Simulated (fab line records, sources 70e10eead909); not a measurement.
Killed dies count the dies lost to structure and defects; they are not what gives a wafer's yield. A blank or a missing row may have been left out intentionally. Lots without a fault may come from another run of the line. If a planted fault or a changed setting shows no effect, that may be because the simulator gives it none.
Which tool did it? / flow nandHarc / 36 wafers from 12 lots sampled at 5 of the route's 1302 steps

== WHAT THE GAUGES READ, wafer by wafer ==
NHARC_END_SORT_01.
lot=L370; measured=day 24 12:26; on=prober-01; defectLimitedYield (%)=92 92 92; killedAtArray=48 48 48; killedAtOther=1 3 0; killedAtPeriphery=2 3 4; killedDies=51 54 52; killedOpen=2 4 6; killedShort=3 3 7; sort_bin_2_pct (%)=2.2 2.7 2.5; sort_bin_3_pct (%)=0.7 0.4 1.0; sort_bin_4_pct (%)=4.6 4.9 4.1; sortNPass=626 623 625; sortRimYieldPct (%)=93 93 89; sortYieldPct (%)=92 92 92
lot=L372; measured=day 25 01:58; on=prober-02; defectLimitedYield (%)=92 93 92; killedAtArray=53 47 54; killedAtOther=0 0 0; killedAtPeriphery=2 2 2; killedDies=55 49 56; killedOpen=0 3 4; killedShort=3 2 3; sort_bin_2_pct (%)=2.5 2.7 2.8; sort_bin_3_pct (%)=0.4 0.6 0.7; sort_bin_4_pct (%)=5.2 4.0 4.7; sortNPass=622 628 621; sortRimYieldPct (%)=92 93 93; sortYieldPct (%)=92 93 92
lot=L375; measured=day 27 00:24; on=prober-02; defectLimitedYield (%)=89 91 89; killedAtArray=69 59 75; killedAtOther=0 1 0; killedAtPeriphery=5 3 0; killedDies=74 63 75; killedOpen=3 1 3; killedShort=2 2 1; sort_bin_2_pct (%)=3.7 4.4 4.4; sort_bin_3_pct (%)=0.1 1.0 0.7; sort_bin_4_pct (%)=7.1 3.8 5.9; sortNPass=603 614 602; sortRimYieldPct (%)=89 95 90; sortYieldPct (%)=89 91 89
lot=L376; measured=day 27 08:38; on=prober-01; defectLimitedYield (%)=84 87 89; killedAtArray=101 80 70; killedAtOther=1 0 0; killedAtPeriphery=3 5 4; killedDies=105 85 74; killedOpen=4 2 5; killedShort=1 1 0; sort_bin_2_pct (%)=4.9 6.9 5.8; sort_bin_3_pct (%)=1.8 1.0 0.6; sort_bin_4_pct (%)=8.9 4.6 4.6; sortNPass=572 592 603; sortRimYieldPct (%)=83 87 86; sortYieldPct (%)=84 87 89
lot=L377; measured=day 27 08:38; on=prober-02; defectLimitedYield (%)=96 96 96; killedAtArray=23 20 28; killedAtOther=4 0 1; killedAtPeriphery=3 5 1; killedDies=30 25 30; killedOpen=3 5 5; killedShort=0 4 1; sort_bin_2_pct (%)=1.3 1.3 2.1; sort_bin_3_pct (%)=0.3 0.3 0; sort_bin_4_pct (%)=2.8 2.1 2.4; sortNPass=647 652 647; sortRimYieldPct (%)=97 94 98; sortYieldPct (%)=96 96 96
lot=L378; measured=day 27 17:13; on=prober-01; defectLimitedYield (%)=90 92 92; killedAtArray=61 54 47; killedAtOther=1 0 1; killedAtPeriphery=4 3 3; killedDies=66 57 51; killedOpen=5 1 4; killedShort=5 3 1; sort_bin_2_pct (%)=3.2 3.2 3.2; sort_bin_3_pct (%)=0.9 0.4 0.7; sort_bin_4_pct (%)=5.6 4.7 3.5; sortNPass=611 620 626; sortRimYieldPct (%)=90 92 94; sortYieldPct (%)=90 92 92
lot=L379; measured=day 28 17:42; on=prober-01; defectLimitedYield (%)=0 0 0; killedAtArray=676 671 672; killedAtOther=0 2 3; killedAtPeriphery=1 4 2; killedDies=677 677 677; killedOpen=5 3 1; killedShort=4 5 4; sort_bin_2_pct (%)=92.5 91.6 93.1; sort_bin_3_pct (%)=0.6 1.6 1.0; sort_bin_4_pct (%)=6.9 6.8 5.9; sortNPass=0 0 0; sortRimYieldPct (%)=0 0 0; sortYieldPct (%)=0 0 0
lot=L382; measured=day 29 10:06; on=prober-02; defectLimitedYield (%)=0 0 0; killedAtArray=671 675 673; killedAtOther=1 0 1; killedAtPeriphery=5 2 3; killedDies=677 677 677; killedOpen=3 8 5; killedShort=2 0 0; sort_bin_2_pct (%)=95.9 96.9 96.3; sort_bin_3_pct (%)=0.4 0.3 0.3; sort_bin_4_pct (%)=3.7 2.8 3.4; sortNPass=0 0 0; sortRimYieldPct (%)=0 0 0; sortYieldPct (%)=0 0 0
lot=L386; measured=day 30 23:29; on=prober-02; defectLimitedYield (%)=93 94 92; killedAtArray=45 40 49; killedAtOther=0 0 1; killedAtPeriphery=5 4 6; killedDies=50 44 56; killedOpen=3 3 3; killedShort=1 5 2; sort_bin_2_pct (%)=2.5 2.1 2.5; sort_bin_3_pct (%)=0.7 0.1 0.9; sort_bin_4_pct (%)=4.1 4.3 4.9; sortNPass=627 633 621; sortRimYieldPct (%)=98 96 99; sortYieldPct (%)=93 94 92
lot=L391; measured=day 33 11:07; on=prober-02; defectLimitedYield (%)=96 95 96; killedAtArray=23 26 21; killedAtOther=0 0 2; killedAtPeriphery=5 5 4; killedDies=28 31 27; killedOpen=4 1 3; killedShort=2 0 2; sort_bin_2_pct (%)=1.3 1.0 1.3; sort_bin_3_pct (%)=0.4 0.4 0.1; sort_bin_4_pct (%)=2.4 3.1 2.5; sortNPass=649 646 650; sortRimYieldPct (%)=96 93 96; sortYieldPct (%)=96 95 96
lot=L390; measured=day 33 10:22; on=prober-01; defectLimitedYield (%)=92 92 93; killedAtArray=49 47 46; killedAtOther=5 1 1; killedAtPeriphery=1 4 3; killedDies=55 52 50; killedOpen=4 3 2; killedShort=4 0 2; sort_bin_2_pct (%)=2.7 3.7 3.0; sort_bin_3_pct (%)=0.6 0.7 0.1; sort_bin_4_pct (%)=4.9 3.2 4.3; sortNPass=622 625 627; sortRimYieldPct (%)=94 96 96; sortYieldPct (%)=92 92 93
lot=L392; measured=day 34 08:01; on=prober-01; defectLimitedYield (%)=91 93 90; killedAtArray=60 40 62; killedAtOther=0 1 0; killedAtPeriphery=3 4 5; killedDies=63 45 67; killedOpen=3 1 5; killedShort=4 2 3; sort_bin_2_pct (%)=3.0 1.6 3.4; sort_bin_3_pct (%)=0.4 0.4 0.7; sort_bin_4_pct (%)=5.9 4.6 5.8; sortNPass=614 632 610; sortRimYieldPct (%)=96 99 92; sortYieldPct (%)=91 93 90

== TOOL THAT RAN EACH LOT (tool first, then ch and the chambers of the sampled wafers, then the start) ==
lot=L370; NHARC_A_CONTACT_STRIP_26=rieDiel-04 ch 0,2,3, day 22 17:32 or earlier; NHARC_A_BLC_ETCH_18=rieDiel-10 ch 0,1,2, day 22 17:32 or earlier; NHARC_A_BLC_ALD_23=aldMetal-03 ch 1,2, day 22 17:32; NHARC_A_M0_DEP_00=pecvd-01 ch 0,1,2, day 22 18:46
lot=L372; NHARC_A_CONTACT_STRIP_26=rieDiel-09 ch 0,1,3, day 23 08:11 or earlier; NHARC_A_BLC_ETCH_18=rieDiel-10 ch 0,1,2, day 23 08:11 or earlier; NHARC_A_BLC_ALD_23=aldMetal-01 ch 0,1,2, day 23 08:11; NHARC_A_M0_DEP_00=pecvd-01 ch 0,1, day 23 09:24
lot=L375; NHARC_A_CONTACT_STRIP_26=rieDiel-07 ch 1,2,3, day 25 07:29 or earlier; NHARC_A_BLC_ETCH_18=rieDiel-08 ch 0,1, day 25 07:29 or earlier; NHARC_A_BLC_ALD_23=aldMetal-01 ch 1,2,3, day 25 07:29; NHARC_A_M0_DEP_00=pecvd-04 ch 1,2, day 25 08:39
lot=L376; NHARC_A_CONTACT_STRIP_26=rieDiel-09 ch 0,1,2, day 25 13:53 or earlier; NHARC_A_BLC_ETCH_18=rieDiel-10 ch 2,3, day 25 13:53 or earlier; NHARC_A_BLC_ALD_23=aldMetal-04 ch 0,1,3, day 25 13:53; NHARC_A_M0_DEP_00=pecvd-04 ch 1,2, day 25 15:14
lot=L377; NHARC_A_CONTACT_STRIP_26=rieDiel-09 ch 0,1,3, day 25 15:18 or earlier; NHARC_A_BLC_ETCH_18=rieDiel-12 ch 0,2,3, day 25 15:18 or earlier; NHARC_A_BLC_ALD_23=aldMetal-01 ch 0,1,3, day 25 15:18; NHARC_A_M0_DEP_00=pecvd-04 ch 0,2, day 25 16:33
lot=L378; NHARC_A_CONTACT_STRIP_26=rieDiel-09 ch 0,1,2, day 25 21:21 or earlier; NHARC_A_BLC_ETCH_18=rieDiel-12 ch 0,1, day 25 21:21 or earlier; NHARC_A_BLC_ALD_23=aldMetal-03 ch 0,2,3, day 25 21:21; NHARC_A_M0_DEP_00=pecvd-04 ch 0,1,2, day 25 22:35
lot=L379; NHARC_A_CONTACT_STRIP_26=rieDiel-09 ch 0,1,2, day 26 23:21 or earlier; NHARC_A_BLC_ETCH_18=rieDiel-08 ch 0,2,3, day 26 23:21 or earlier; NHARC_A_BLC_ALD_23=aldMetal-03 ch 0,2,3, day 26 23:21; NHARC_A_M0_DEP_00=pecvd-04 ch 1,2, day 27 00:31
lot=L382; NHARC_A_CONTACT_STRIP_26=rieDiel-04 ch 0,2,3, day 27 15:19 or earlier; NHARC_A_BLC_ETCH_18=rieDiel-08 ch 0,1,3, day 27 15:19 or earlier; NHARC_A_BLC_ALD_23=aldMetal-04 ch 0,1,2, day 27 15:19; NHARC_A_M0_DEP_00=pecvd-01 ch 0,1,2, day 27 16:40
lot=L386; NHARC_A_CONTACT_STRIP_26=rieDiel-07 ch 0,1,3, day 29 07:44 or earlier; NHARC_A_BLC_ETCH_18=rieDiel-08 ch 0,1, day 29 07:44 or earlier; NHARC_A_BLC_ALD_23=aldMetal-01 ch 1,2,3, day 29 07:44; NHARC_A_M0_DEP_00=pecvd-04 ch 0,1, day 29 08:59
lot=L391; NHARC_A_CONTACT_STRIP_26=rieDiel-07 ch 1,2, day 31 16:49 or earlier; NHARC_A_BLC_ETCH_18=rieDiel-08 ch 0,2,3, day 31 16:49 or earlier; NHARC_A_BLC_ALD_23=aldMetal-03 ch 0,1,3, day 31 16:49; NHARC_A_M0_DEP_00=pecvd-01 ch 0,2, day 31 18:00
lot=L390; NHARC_A_CONTACT_STRIP_26=rieDiel-04 ch 0,1, day 31 18:20 or earlier; NHARC_A_BLC_ETCH_18=rieDiel-08 ch 0,2,3, day 31 18:20 or earlier; NHARC_A_BLC_ALD_23=aldMetal-01 ch 0,1,2, day 31 18:20; NHARC_A_M0_DEP_00=pecvd-04 ch 0,1, day 31 19:47
lot=L392; NHARC_A_CONTACT_STRIP_26=rieDiel-07 ch 0,1,3, day 32 14:25 or earlier; NHARC_A_BLC_ETCH_18=rieDiel-10 ch 1,3, day 32 14:25 or earlier; NHARC_A_BLC_ALD_23=aldMetal-04 ch 1,2, day 32 14:25; NHARC_A_M0_DEP_00=pecvd-01 ch 0,1,2, day 32 15:37
- NHARC_A_CONTACT_STRIP_26: strips in O2.
- NHARC_A_BLC_ETCH_18: etches the open film in C4F8/O2/Ar, target depth 910 nm.
- NHARC_A_BLC_ALD_23: deposits TiN, target thk 3 nm, pulse time 1 s, ald cycles 150.
- NHARC_A_M0_DEP_00: deposits SiOC, target thk 150 nm.

== WHAT THE TOOLS THEMSELVES READ (means of the sampled wafers that have a number; where no wafer has one, the mark that the record gives instead) ==
NHARC_A_CONTACT_STRIP_26.
lot=L370; tool=rieDiel-04; drypumpMotorCurrentA (A)=5.9; o2FlowSccm (sccm)=498.5; oesProductAu (a.u.)=0.995; rfVppV (V)=57.2; showerheadPlenumPTorr (Torr)=3.42; throttleValvePct (%)=17.029
lot=L372; tool=rieDiel-09; drypumpMotorCurrentA (A)=5.9; o2FlowSccm (sccm)=499.8; oesProductAu (a.u.)=0.996; rfVppV (V)=57.6; showerheadPlenumPTorr (Torr)=3.44; throttleValvePct (%)=17.044
lot=L375; tool=rieDiel-07; drypumpMotorCurrentA (A)=5.5; o2FlowSccm (sccm)=500.2; oesProductAu (a.u.)=0.996; rfVppV (V)=57.4; showerheadPlenumPTorr (Torr)=3.41; throttleValvePct (%)=17.043
lot=L376; tool=rieDiel-09; drypumpMotorCurrentA (A)=6.1; o2FlowSccm (sccm)=499.6; oesProductAu (a.u.)=1.004; rfVppV (V)=57.6; showerheadPlenumPTorr (Torr)=3.54; throttleValvePct (%)=17.042
lot=L377; tool=rieDiel-09; drypumpMotorCurrentA (A)=5.9; o2FlowSccm (sccm)=500.7; oesProductAu (a.u.)=0.997; rfVppV (V)=58.6; showerheadPlenumPTorr (Torr)=3.44; throttleValvePct (%)=17.041
lot=L378; tool=rieDiel-09; drypumpMotorCurrentA (A)=6.1; o2FlowSccm (sccm)=499.0; oesProductAu (a.u.)=1.006; rfVppV (V)=58.0; showerheadPlenumPTorr (Torr)=3.54; throttleValvePct (%)=17.025
lot=L379; tool=rieDiel-09; drypumpMotorCurrentA (A)=6.1; o2FlowSccm (sccm)=499.6; oesProductAu (a.u.)=0.994; rfVppV (V)=58.4; showerheadPlenumPTorr (Torr)=3.53; throttleValvePct (%)=17.031
lot=L382; tool=rieDiel-04; drypumpMotorCurrentA (A)=5.9; o2FlowSccm (sccm)=500.9; oesProductAu (a.u.)=0.996; rfVppV (V)=57.7; showerheadPlenumPTorr (Torr)=3.58; throttleValvePct (%)=17.027
lot=L386; tool=rieDiel-07; drypumpMotorCurrentA (A)=5.5; o2FlowSccm (sccm)=500.0; oesProductAu (a.u.)=1.004; rfVppV (V)=58.0; showerheadPlenumPTorr (Torr)=3.54; throttleValvePct (%)=17.046
lot=L391; tool=rieDiel-07; drypumpMotorCurrentA (A)=5.5; o2FlowSccm (sccm)=500.9; oesProductAu (a.u.)=1.001; rfVppV (V)=57.4; showerheadPlenumPTorr (Torr)=3.33; throttleValvePct (%)=17.034
lot=L390; tool=rieDiel-04; drypumpMotorCurrentA (A)=5.7; o2FlowSccm (sccm)=499.8; oesProductAu (a.u.)=0.993; rfVppV (V)=59.4; showerheadPlenumPTorr (Torr)=3.76; throttleValvePct (%)=17.043
lot=L392; tool=rieDiel-07; drypumpMotorCurrentA (A)=5.6; o2FlowSccm (sccm)=498.8; oesProductAu (a.u.)=0.997; rfVppV (V)=57.2; showerheadPlenumPTorr (Torr)=3.53; throttleValvePct (%)=17.034

NHARC_A_BLC_ETCH_18.
lot=L370; tool=rieDiel-10; oesProductAu (a.u.)=0.966; rfVppV (V)=978
lot=L372; tool=rieDiel-10; oesProductAu (a.u.)=0.922; rfVppV (V)=979
lot=L375; tool=rieDiel-08; oesProductAu (a.u.)=0.946; rfVppV (V)=982
lot=L376; tool=rieDiel-10; oesProductAu (a.u.)=0.969; rfVppV (V)=975
lot=L377; tool=rieDiel-12; oesProductAu (a.u.)=0.925; rfVppV (V)=971
lot=L378; tool=rieDiel-12; oesProductAu (a.u.)=0.967; rfVppV (V)=972
lot=L379; tool=rieDiel-08; oesProductAu (a.u.)=0.968; rfVppV (V)=972
lot=L382; tool=rieDiel-08; oesProductAu (a.u.)=0.935; rfVppV (V)=978
lot=L386; tool=rieDiel-08; oesProductAu (a.u.)=0.923; rfVppV (V)=982
lot=L391; tool=rieDiel-08; oesProductAu (a.u.)=0.982; rfVppV (V)=971
lot=L390; tool=rieDiel-08; oesProductAu (a.u.)=0.970; rfVppV (V)=971
lot=L392; tool=rieDiel-10; oesProductAu (a.u.)=0.922; rfVppV (V)=970

NHARC_A_BLC_ALD_23.
lot=L370; tool=aldMetal-03; heaterPowerW (W)=990; precursorPulseHeightRel=0.998
lot=L372; tool=aldMetal-01; heaterPowerW (W)=1172; precursorPulseHeightRel=0.992
lot=L375; tool=aldMetal-01; heaterPowerW (W)=1093; precursorPulseHeightRel=0.986
lot=L376; tool=aldMetal-04; heaterPowerW (W)=1063; precursorPulseHeightRel=1.010
lot=L377; tool=aldMetal-01; heaterPowerW (W)=1195; precursorPulseHeightRel=0.999
lot=L378; tool=aldMetal-03; heaterPowerW (W)=1066; precursorPulseHeightRel=1.006
lot=L379; tool=aldMetal-03; heaterPowerW (W)=1058; precursorPulseHeightRel=1.009
lot=L382; tool=aldMetal-04; heaterPowerW (W)=1085; precursorPulseHeightRel=0.995
lot=L386; tool=aldMetal-01; heaterPowerW (W)=1112; precursorPulseHeightRel=0.988
lot=L391; tool=aldMetal-03; heaterPowerW (W)=1050; precursorPulseHeightRel=0.979
lot=L390; tool=aldMetal-01; heaterPowerW (W)=1176; precursorPulseHeightRel=0.986
lot=L392; tool=aldMetal-04; heaterPowerW (W)=1118; precursorPulseHeightRel=0.995

NHARC_A_M0_DEP_00.
lot=L370; tool=pecvd-01; chamberPressureTorr (Torr)=4.995; rfFwdPowerW (W)=599.5
lot=L372; tool=pecvd-01; chamberPressureTorr (Torr)=4.988; rfFwdPowerW (W)=597.9
lot=L375; tool=pecvd-04; chamberPressureTorr (Torr)=4.995; rfFwdPowerW (W)=599.4
lot=L376; tool=pecvd-04; chamberPressureTorr (Torr)=5.003; rfFwdPowerW (W)=599.9
lot=L377; tool=pecvd-04; chamberPressureTorr (Torr)=4.996; rfFwdPowerW (W)=597.9
lot=L378; tool=pecvd-04; chamberPressureTorr (Torr)=5.000; rfFwdPowerW (W)=598.5
lot=L379; tool=pecvd-04; chamberPressureTorr (Torr)=-; rfFwdPowerW (W)=-
lot=L382; tool=pecvd-01; chamberPressureTorr (Torr)=-; rfFwdPowerW (W)=-
lot=L386; tool=pecvd-04; chamberPressureTorr (Torr)=4.996; rfFwdPowerW (W)=599.1
lot=L391; tool=pecvd-01; chamberPressureTorr (Torr)=5.010; rfFwdPowerW (W)=600.0
lot=L390; tool=pecvd-04; chamberPressureTorr (Torr)=4.998; rfFwdPowerW (W)=598.5
lot=L392; tool=pecvd-01; chamberPressureTorr (Torr)=5.002; rfFwdPowerW (W)=599.8

== THE ANSWER, worked out from the rows above alone ==
Rule: the lots themselves supply what counts as usual. Put in order of their means at a reading, lots are off if they are a third of the lots or fewer, leave a main group of 4 or more, and stand apart from it by a gap of 3 or more times the standard deviation of the main group's means; of several such gaps the widest counts. The tables above print the reading to a certain number of digits; a main group whose means all agree to those digits is not used. A lot without any number at a reading at which 4 lots or more have one is off too. All remaining lots with rows at the step are treated as sound. First the gauges in route order, then the tools' own readings, where a lot's mean is used as printed above. The first step at which some lot is off is used, and at that step the reading that is off furthest; a lot without a number counts as furthest.
Off, at NHARC_END_SORT_01 on sort_bin_2_pct: L379, L382. The main group has a mean of 2.9 % with a standard deviation of 1.3.
A tool fits if, at a process step before that reading, it ran every lot that is off, and no sound lot after the first of them. The gauges at NHARC_END_SORT_01 aren't tried: what is off there is off at NHARC_A_M0_DEP_00 too, on other tools, and a gauge's error can't cause that. Because NHARC_A_CONTACT_STRIP_26 lacks a start for some lots, the hours and order of its lots are taken from NHARC_A_BLC_ALD_23. Because NHARC_A_BLC_ETCH_18 lacks a start for some lots, the hours and order of its lots are taken from NHARC_A_BLC_ALD_23. No candidate that was tried fits.

== WHAT HAD BEEN PUT IN BY THE SIMULATOR ==
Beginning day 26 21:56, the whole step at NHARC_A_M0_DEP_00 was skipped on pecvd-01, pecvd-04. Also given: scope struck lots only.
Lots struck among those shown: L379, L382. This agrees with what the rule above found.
